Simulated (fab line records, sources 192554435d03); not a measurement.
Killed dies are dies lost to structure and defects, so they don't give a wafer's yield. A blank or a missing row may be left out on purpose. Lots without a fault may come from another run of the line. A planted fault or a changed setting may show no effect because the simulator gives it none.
fab line records | flow n5_finfet | part 1 of 2: steps 1 to 4 of 6
record lots=24 wafers=72 last_day=17
route steps=1938 shown ZERO_LAYER@15 WELL_APT@28 PMOS_HMC_CHANNEL_EPI@67 FIN_SAQP@121
lots that met no fault: from a run of the same line without faults
start_h: hours from the record's first day to the start of the lot's first wafer shown | wait_h: hours since the lot's step before | " the same as in the row above | L1.1+2: a row that stands for several wafers | - no value, or no start given | * or withheld: withheld | < > ~ a bound
route shown NAME@n: a module of which the file shows steps, and the number in the route of the first | usual: mean/standard deviation of fault-free wafers | same: alike in all rows | chamber/n: place in a boat | sites: the reading at each site | _std_site: their standard deviation | _edge_site: outer sites' mean less inner sites' | radius_mm: how far each site lies from the wafer's centre | mask NAME#n: copy n | behind: the tool/chamber that last shaped the wafer | hold: why the lot was held/for how many hours/how that ended | device: the transistor (n, p or np) that didn't switch | end of line: the same wafers' tests at the end of the route | a step without rows: its recipe alone | killed: dies lost to structure and defects at the first sort, not the wafer's yield | map: a wafer's dies, x killed, . not, _ none there
set.NAME: the setting as run; set.NAME@STEP: as run at that earlier step | model.NAME: the simulator's own value behind a step, which no gauge read
steps of the route over a sample of lots; a table a step, a row a wafer
services: from which hour (start_h, from the record's first day; less than 0 if before it) a tool's chamber was out of use, for how many hours, and why
## steps
# step N5_ZERO_LAYER_ETCH_17
# recipe chemistry=CF4 target=SiO2 target_depth_a=120 time_s=13.3 ion_energy_ev=350 pressure_mtorr=40 source_w=450 bias_w=215 Ar_flow_sccm=100 cf4_flow_sccm=100
# usual drypump_motor_current_A=5.95/0.27 oes_product_au=0.77/0.076 rf_vpp_V=950/3.3 showerhead_plenum_p_Torr=2.17/0.05 throttle_valve_pct=15.63/0.23
# columns lot.wafer tool chamber start_h wait_h drypump_motor_current_A oes_product_au rf_hours_counter_h rf_vpp_V showerhead_plenum_p_Torr throttle_valve_pct
L074.3 rie_diel-06 1 12.84 0.0 6.52 0.96 4 952 2.21 15.30
L074.4 " 2 " " 6.02 0.77 - 949 2.11 15.54
L074.5 " 0 " " 5.79 0.78 - 954 2.23 15.59
L075.2 rie_diel-02 0 18.74 0.0 5.50 0.70 229 947 2.13 15.82
L075.4 " 2 " " 5.98 0.80 114 951 2.15 15.34
L075.6 " 0 " " 5.53 0.70 - 948 2.13 15.82
L076.2 rie_diel-02 2 24.86 0.0 5.96 0.79 115 949 2.15 15.33
L076.5 " 3 " " 6.14 0.71 - 947 2.13 15.74
L076.6 " 2 " " 5.97 0.79 - 948 2.15 15.34
L077.1 rie_diel-02 3 30.93 0.0 6.17 0.70 223 947 2.13 15.74
L077.2 " 2 " " 5.95 0.79 117 953 2.15 15.33
L077.5 " 3 " " 6.16 0.70 - 948 2.13 15.74
L078.1 rie_diel-06 2 36.71 0.0 6.04 0.76 160 950 2.11 15.56
L078.2 " 3 " " 5.77 0.72 173 949 2.15 15.98
L078.6 " 1 " " 6.51 0.93 - 952 2.21 15.29
L079.1 rie_diel-03 1 42.73 0.0 5.45 0.72 165 949 2.13 15.91
L079.4 " 2 " " 6.02 0.87 47 951 2.19 15.61
L079.5 " 2 " " 6.03 0.86 - 951 2.19 15.60
L080.1 rie_diel-02 2 48.84 0.0 5.98 0.79 121 947 2.15 15.37
L080.3 " 1 " " 5.99 0.92 19 956 2.27 15.30
L080.5 " 0 " " 5.47 0.70 - 946 2.13 15.85
L081.2 rie_diel-06 1 54.91 0.0 6.47 0.91 18 951 2.21 15.33
L081.4 " 3 " " 5.79 0.71 178 948 2.15 15.98
L081.6 " 3 " " 5.79 0.71 - 948 2.15 15.98
L082.1 rie_diel-06 1 60.94 0.0 6.51 0.91 19 950 2.21 15.34
L082.2 " 0 " " 5.76 0.77 139 955 2.22 15.61
L082.6 " 1 " " 6.50 0.90 - 951 2.21 15.33
L083.3 rie_diel-06 1 67.08 0.0 6.49 0.91 22 951 2.21 15.33
L083.5 " 0 " " 5.80 0.77 - 954 2.22 15.63
L083.6 " 3 " " 5.80 0.70 - 947 2.15 16.00
L084.2 rie_diel-03 2 72.84 0.0 6.03 0.85 57 950 2.19 15.64
L084.3 " 3 " " 5.81 0.73 194 953 2.20 15.53
L084.6 " 0 " " 5.73 0.79 - 944 2.07 15.70
L085.1 rie_diel-03 2 78.88 0.0 6.04 0.85 58 950 2.19 15.64
L085.3 " 0 " " 5.74 0.79 137 943 2.07 15.71
L085.6 " 1 " " 5.45 0.71 - 947 2.13 15.93
L086.1 rie_diel-06 3 84.86 0.0 5.77 0.70 188 947 2.15 16.01
L086.2 " 2 " " 6.04 0.74 171 949 2.11 15.60
L086.5 " 2 " " 6.01 0.75 - 948 2.11 15.58
L087.1 rie_diel-02 2 90.86 0.0 5.95 0.79 134 948 2.14 15.38
L087.4 " 3 " " 6.17 0.70 - 948 2.13 15.76
L087.6 " 2 " " 5.94 0.78 - 948 2.14 15.38
L088.1 rie_diel-02 3 96.84 0.0 6.13 0.68 239 948 2.13 15.78
L088.3 " 2 " " 5.95 0.79 135 949 2.14 15.38
L088.6 " 2 " " 5.97 0.78 - 948 2.14 15.37
L089.2 rie_diel-02 3 102.93 0.0 6.16 0.69 242 946 2.13 15.78
L089.5 " 1 " " 5.97 0.87 - 955 2.26 15.34
L089.6 " 2 " " 5.96 0.77 - 949 2.14 15.37
L090.2 rie_diel-06 1 108.84 0.0 6.53 0.87 34 952 2.20 15.35
L090.5 " 0 " " 5.78 0.75 - 954 2.22 15.64
L090.6 " 3 " " 5.80 0.70 - 947 2.15 16.02
L091.4 rie_diel-06 3 115.25 0.0 5.79 0.69 197 946 2.15 16.02
L091.5 " 1 " " 6.49 0.87 - 951 2.20 15.36
L091.6 " 2 " " 6.03 0.74 - 947 2.10 15.59
L092.2 rie_diel-06 0 120.91 0.0 5.79 0.74 157 955 2.22 15.65
L092.3 " 2 " " 6.03 0.73 182 946 2.10 15.59
L092.5 " 3 " " 5.78 0.69 - 949 2.15 16.03
L093.3 rie_diel-06 3 126.84 0.0 5.78 0.70 200 948 2.14 16.03
L093.5 " 3 " " 5.78 0.70 - 948 2.14 16.03
L093.6 " 0 " " 5.78 0.74 - 954 2.21 15.67
L094.1 rie_diel-03 2 133.10 0.0 6.04 0.84 72 951 2.18 15.67
L094.3 " 3 " " 5.85 0.71 210 953 2.20 15.57
L094.5 " 2 " " 6.05 0.84 - 950 2.18 15.67
L095.3 rie_diel-06 0 138.80 0.0 5.78 0.73 161 956 2.21 15.66
L095.4 " 1 " " 6.46 0.85 43 950 2.20 15.37
L095.5 " 0 " " 5.80 0.73 - 954 2.21 15.68
L096.3 rie_diel-06 1 144.86 0.0 6.51 0.86 45 951 2.20 15.38
L096.5 " 0 " " 5.76 0.74 - 953 2.21 15.66
L096.6 " 1 " " 6.51 0.85 - 951 2.20 15.37
L097.1 rie_diel-06 0 150.91 0.0 5.80 0.74 164 954 2.21 15.68
L097.2 " 2 " " 6.04 0.74 189 948 2.10 15.60
L097.6 " 0 " " 5.78 0.75 - 953 2.21 15.68
# step N5_ZERO_LAYER_ETCH_18
# recipe chemistry=HBr/Cl2 target=Si target_depth_a=1200 time_s=40 pressure_mtorr=10 icp_w=800 bias_w=75 HBr_flow_sccm=150 Cl2_flow_sccm=80
# usual HBr_flow_sccm=150.0/0.44 drypump_motor_current_A=5.9/0.35 he_backside_leak_sccm=2.8/0.43 oes_product_au=1.007/0.012 throttle_valve_pct=36.6/0.48
# columns lot.wafer tool chamber start_h wait_h HBr_flow_sccm drypump_motor_current_A he_backside_leak_sccm oes_product_au rf_hours_counter_h throttle_valve_pct
L074.3 rie_si-01 3 12.92 0.0 150.4 5.7 3.3 1.008 102 37.4
L074.4 " 0 " " 150.3 5.9 3.1 0.996 77 36.8
L074.5 " 0 " " 150.2 5.9 2.9 0.998 - 36.8
L075.2 rie_si-01 3 18.81 0.0 150.1 5.7 3.2 1.014 102 37.4
L075.4 " 1 " " 150.1 6.0 2.7 1.025 104 36.3
L075.6 " 3 " " 150.1 5.7 6.0 1.015 - 37.4
L076.2 rie_si-04 0 24.94 0.0 150.1 6.4 2.5 1.015 108 37.3
L076.5 " 2 " " 150.0 5.2 2.6 1.004 - 36.6
L076.6 " 3 " " 149.9 5.7 2.4 1.003 - 36.4
L077.1 rie_si-04 3 31.00 0.0 149.3 5.8 2.4 1.007 13 36.4
L077.2 " 1 " " 149.8 5.9 3.0 1.005 177 36.0
L077.5 " 1 " " 150.5 5.8 3.0 1.005 - 36.0
L078.1 rie_si-01 3 36.79 0.0 149.9 5.7 3.0 1.009 102 37.4
L078.2 " 2 " " 149.8 6.6 3.3 1.009 125 36.4
L078.6 " 1 " " 150.1 5.9 2.9 1.024 - 36.3
L079.1 rie_si-04 1 42.80 0.0 150.6 5.9 3.1 1.006 178 36.0
L079.4 " 2 " " 150.0 5.2 2.4 1.002 1 36.6
L079.5 " 1 " " 150.8 5.9 3.2 1.006 - 36.0
L080.1 rie_si-03 0 48.91 0.0 150.8 6.2 2.4 1.017 87 37.1
L080.3 " 2 " " 149.5 5.9 3.2 1.003 152 35.9
L080.5 " 3 " " 149.5 5.8 2.8 0.978 - 36.7
L081.2 rie_si-04 1 54.98 0.0 149.8 5.9 3.0 1.012 178 36.0
L081.4 " 3 " " 149.9 5.8 2.3 1.010 14 36.4
L081.6 " 3 " " 149.7 5.8 2.4 1.009 - 36.4
L082.1 rie_si-04 3 61.01 0.0 150.1 5.8 2.6 1.001 14 36.4
L082.2 " 2 " " 150.1 5.2 2.5 1.000 2 36.6
L082.6 " 0 " " 149.6 6.4 2.7 1.024 - 37.3
L083.3 rie_si-04 0 67.15 0.0 149.9 6.4 2.7 1.019 109 37.3
L083.5 " 0 " " 149.8 6.4 2.5 1.015 - 37.3
L083.6 " 3 " " 150.5 5.8 2.4 1.008 - 36.4
L084.2 rie_si-03 1 72.91 0.0 150.3 5.8 2.9 1.023 93 35.9
L084.3 " 3 " " 149.9 5.9 2.8 0.979 116 36.7
L084.6 " 3 " " 150.0 5.9 2.8 0.982 - 36.7
L085.1 rie_si-01 0 78.95 0.0 149.7 5.9 2.7 0.998 78 36.8
L085.3 " 2 " " 149.9 6.6 3.3 1.006 126 36.4
L085.6 " 3 " " 150.0 5.8 2.9 1.007 - 37.3
L086.1 rie_si-03 0 84.93 0.0 150.0 6.2 2.4 1.013 87 37.1
L086.2 " 2 " " 149.8 5.9 3.1 1.002 153 35.9
L086.5 " 2 " " 150.2 5.9 3.0 1.002 - 35.9
L087.1 rie_si-04 0 90.93 0.0 149.4 6.4 2.7 1.022 109 37.3
L087.4 " 2 " " 150.4 5.2 2.5 1.005 2 36.6
L087.6 " 2 " " 150.3 5.2 2.5 1.006 - 36.6
L088.1 rie_si-04 2 96.91 0.0 149.9 5.2 2.4 1.007 2 36.6
L088.3 " 0 " " 149.0 6.4 2.5 1.017 109 37.3
L088.6 " 3 " " 149.5 5.7 2.5 1.003 - 36.4
L089.2 rie_si-03 3 103.00 0.0 149.5 5.9 2.8 0.975 117 36.7
L089.5 " 1 " " 149.5 5.8 2.8 1.017 - 35.9
L089.6 " 2 " " 150.5 5.9 2.9 1.003 - 35.9
L090.2 rie_si-04 1 108.92 0.1 150.3 5.9 3.0 1.007 179 36.0
L090.5 " 2 " " 150.5 5.2 2.4 1.007 - 36.6
L090.6 " 3 " " 150.1 5.8 2.4 1.011 - 36.4
L091.4 rie_si-03 3 115.32 0.0 150.6 5.8 2.7 0.986 117 36.7
L091.5 " 3 " " 150.1 5.8 2.7 0.984 - 36.7
L091.6 " 2 " " 149.9 5.9 3.0 1.000 - 35.9
L092.2 rie_si-01 2 120.98 0.0 150.4 6.6 3.4 1.011 127 36.4
L092.3 " 1 " " 149.6 5.9 2.7 1.024 106 36.3
L092.5 " 3 " " 150.3 5.7 3.1 1.018 - 37.4
L093.3 rie_si-01 2 126.91 0.0 150.5 6.5 3.2 1.005 127 36.4
L093.5 " 1 " " 150.4 5.9 3.0 1.030 - 36.3
L093.6 " 2 " " 150.4 6.6 3.3 1.003 - 36.4
L094.1 rie_si-03 3 133.17 0.0 150.0 5.8 2.7 0.980 117 36.7
L094.3 " 2 " " 150.1 5.8 3.0 1.006 154 35.9
L094.5 " 2 " " 149.7 5.9 3.0 1.006 - 35.9
L095.3 rie_si-04 2 138.88 0.0 149.4 5.2 2.5 0.996 3 36.6
L095.4 " 0 " " 150.6 6.4 2.4 1.031 110 37.3
L095.5 " 0 " " 149.3 6.4 2.5 1.015 - 37.3
L096.3 rie_si-01 1 144.94 0.0 149.2 5.9 2.8 1.022 106 36.3
L096.5 " 1 " " 148.8 5.9 2.9 1.032 - 36.3
L096.6 " 2 " " 149.5 6.6 3.2 1.014 - 36.4
L097.1 rie_si-04 3 150.98 0.0 150.4 5.7 2.3 1.013 16 36.4
L097.2 " 0 " " 150.1 6.3 2.6 1.024 110 37.3
L097.6 " 1 " " 150.0 5.9 3.1 1.000 - 36.0
# step N5_WELL_APT_CD_MEAS_08
# recipe target_cd_nm=200 landing_energy_ev=500 detector=se_inlens
# usual cd_nm=200.1/1.9
# columns lot.wafer tool chamber start_h wait_h cd_nm
L074.3 cd_sem-02 0 13.81 - 201.2
L074.4 " 0 " " 202.1
L074.5 " 0 " " 198.1
L075.2 cd_sem-01 0 19.62 - 200.6
L075.4 " 0 " " 201.1
L075.6 " 0 " " 202.7
L076.2 cd_sem-01 0 25.83 - 199.3
L076.5 " 0 " " 200.7
L076.6 " 0 " " 201.1
L077.1 cd_sem-03 0 31.77 - 201.4
L077.2 " 0 " " 200.7
L077.5 " 0 " " 201.9
L078.1 cd_sem-02 0 37.56 - 202.8
L078.2 " 0 " " 204.2
L078.6 " 0 " " 201.1
L079.1 cd_sem-02 0 43.57 - 199.9
L079.4 " 0 " " 201.4
L079.5 " 0 " " 202.5
L080.1 cd_sem-02 0 49.68 - 199.4
L080.3 " 0 " " 202.6
L080.5 " 0 " " 197.2
L081.2 cd_sem-02 0 55.88 - 198.8
L081.4 " 0 " " 199.2
L081.6 " 0 " " 197.6
L082.1 cd_sem-02 0 61.90 - 200.3
L082.2 " 0 " " 202.3
L082.6 " 0 " " 200.0
L083.3 cd_sem-02 0 68.65 - 197.6
L083.5 " 0 " " 199.8
L083.6 " 0 " " 197.3
L084.2 cd_sem-01 0 73.68 - 200.3
L084.3 " 0 " " 198.2
L084.6 " 0 " " 201.2
L085.1 cd_sem-03 0 79.85 - 201.3
L085.3 " 0 " " 200.3
L085.6 " 0 " " 203.2
L086.1 cd_sem-01 0 85.70 - 200.1
L086.2 " 0 " " 198.0
L086.5 " 0 " " 198.1
L087.1 cd_sem-01 0 91.83 - 198.0
L087.4 " 0 " " 201.0
L087.6 " 0 " " 202.7
L088.1 cd_sem-03 0 97.81 - 201.0
L088.3 " 0 " " 200.2
L088.6 " 0 " " 196.6
L089.2 cd_sem-02 0 103.89 - 200.1
L089.5 " 0 " " 202.9
L089.6 " 0 " " 198.6
L090.2 cd_sem-01 0 109.69 - 199.8
L090.5 " 0 " " 201.2
L090.6 " 0 " " 202.1
L091.4 cd_sem-02 0 116.10 - 200.0
L091.5 " 0 " " 197.5
L091.6 " 0 " " 196.1
L092.2 cd_sem-03 0 121.75 - 199.0
L092.3 " 0 " " 198.3
L092.5 " 0 " " 199.8
L093.3 cd_sem-01 0 127.81 - 200.2
L093.5 " 0 " " 196.8
L093.6 " 0 " " 199.6
L094.1 cd_sem-02 0 134.07 - 200.8
L094.3 " 0 " " 197.6
L094.5 " 0 " " 200.5
L095.3 cd_sem-01 0 139.65 - 201.0
L095.4 " 0 " " 200.9
L095.5 " 0 " " 198.4
L096.3 cd_sem-02 0 145.71 - 202.0
L096.5 " 0 " " 200.9
L096.6 " 0 " " 203.4
L097.1 cd_sem-01 0 151.87 - 201.2
L097.2 " 0 " " 200.3
L097.6 " 0 " " 200.2
# step N5_PMOS_HMC_CHANNEL_EPI_INSPECT_11
# recipe mode=adi inspect_instrument=macro
# usual raw_defect_count=2.0/1.5
# columns lot.wafer tool chamber start_h wait_h raw_defect_count
L074.3 defect_inspect-02 - 18.04 0.0 1
L074.4 " - " " 5
L074.5 " - " " 0
L075.2 defect_inspect-01 - 23.08 0.0 3
L075.4 " - " " 2
L075.6 " - " " 2
L076.2 defect_inspect-02 - 29.25 0.0 2
L076.5 " - " " 1
L076.6 " - " " 1
L077.1 defect_inspect-02 - 35.11 0.0 1
L077.2 " - " " 4
L077.5 " - " " 1
L078.1 defect_inspect-02 - 41.04 0.0 3
L078.2 " - " " 3
L078.6 " - " " 1
L079.1 defect_inspect-01 - 47.11 0.0 0
L079.4 " - " " 2
L079.5 " - " " 2
L080.1 defect_inspect-02 - 53.30 0.0 5
L080.3 " - " " 3
L080.5 " - " " 2
L081.2 defect_inspect-01 - 59.48 0.0 5
L081.4 " - " " 3
L081.6 " - " " 5
L082.1 defect_inspect-02 - 66.53 0.0 1
L082.2 " - " " 4
L082.6 " - " " 2
L083.3 defect_inspect-01 - 72.19 0.0 1
L083.5 " - " " 5
L083.6 " - " " 5
L084.2 defect_inspect-01 - 77.37 0.0 0
L084.3 " - " " 0
L084.6 " - " " 3
L085.1 defect_inspect-02 - 83.12 0.0 0
L085.3 " - " " 5
L085.6 " - " " 2
L086.1 defect_inspect-02 - 89.52 0.0 2
L086.2 " - " " 2
L086.5 " - " " 0
L087.1 defect_inspect-02 - 96.04 0.0 2
L087.4 " - " " 0
L087.6 " - " " 1
L088.1 defect_inspect-01 - 101.16 0.0 2
L088.3 " - " " 0
L088.6 " - " " 5
L089.2 defect_inspect-01 - 108.54 0.0 1
L089.5 " - " " 2
L089.6 " - " " 2
L090.2 defect_inspect-02 - 113.13 0.0 0
L090.5 " - " " 1
L090.6 " - " " 5
L091.4 defect_inspect-02 - 121.10 0.0 3
L091.5 " - " " 1
L091.6 " - " " 2
L092.2 defect_inspect-02 - 127.65 0.0 0
L092.3 " - " " 2
L092.5 " - " " 1
L093.3 defect_inspect-01 - 132.74 0.0 0
L093.5 " - " " 1
L093.6 " - " " 3
L094.1 defect_inspect-02 - 137.62 0.0 2
L094.3 " - " " 1
L094.5 " - " " 4
L095.3 defect_inspect-02 - 143.02 0.0 3
L095.4 " - " " 0
L095.5 " - " " 0
L096.3 defect_inspect-01 - 149.96 0.0 2
L096.5 " - " " 4
L096.6 " - " " 2
L097.1 defect_inspect-01 - 155.55 0.0 1
L097.2 " - " " 1
L097.6 " - " " 0
